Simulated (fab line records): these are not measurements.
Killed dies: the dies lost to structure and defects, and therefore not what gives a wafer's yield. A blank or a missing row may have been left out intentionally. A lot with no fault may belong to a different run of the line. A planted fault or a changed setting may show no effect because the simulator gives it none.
Matching of chambers	flow nand-harc	NHARC_P_CONTACT_DESCUM_17 on rie-diel-11 has 4 sister chambers
The step chemistry O2, time 3 s. 4 wafers are shown with their chamber, then 7 later ones without.

## WAFERS PAIRED WITH THEIR CHAMBERS
wafer	chamber	oes-product-au (a.u.)
L267.1	1	0.997
L267.2	0	1.006
L282.1	2	1.009
L282.2	3	0.998

## WAFERS WITH NO CHAMBER GIVEN
wafer	oes-product-au (a.u.)
L282.6	1.003
L284.2	0.994
L284.3	1.008
L284.6	1.014
L286.1	1.010
L286.2	1.007
L286.4	1.008

## WHICH CHAMBER EACH WENT THROUGH
wafer	from the rows above	in truth
L282.6	can't be placed: 0 or 3 or 1 or 2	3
L284.2	can't be placed: 1 or 3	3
L284.3	can't be placed: 2 or 0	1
L284.6	can't be placed: 2 or 0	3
L286.1	can't be placed: 2 or 0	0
L286.2	can't be placed: 0 or 2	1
L286.4	can't be placed: 2 or 0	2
Correct placement for 0 of the 7. Can't be placed from these rows: 7 (the true chamber is among the candidates in 4). Number placed wrongly: 0.
How it was worked out, from the rows above alone: a wafer's distance from a chamber is the root of the sum, over the readings, of the square of ((its reading less the chamber's mean) divided by the reading's scatter). The wafer belongs to the nearest chamber; if the next one is less than 2 further off, it can't be placed. Each chamber's mean is taken over the wafers shown for it. The scatter: with one shown wafer a chamber, the root of the mean of the squares of how far each hidden wafer lies from its nearest shown one.
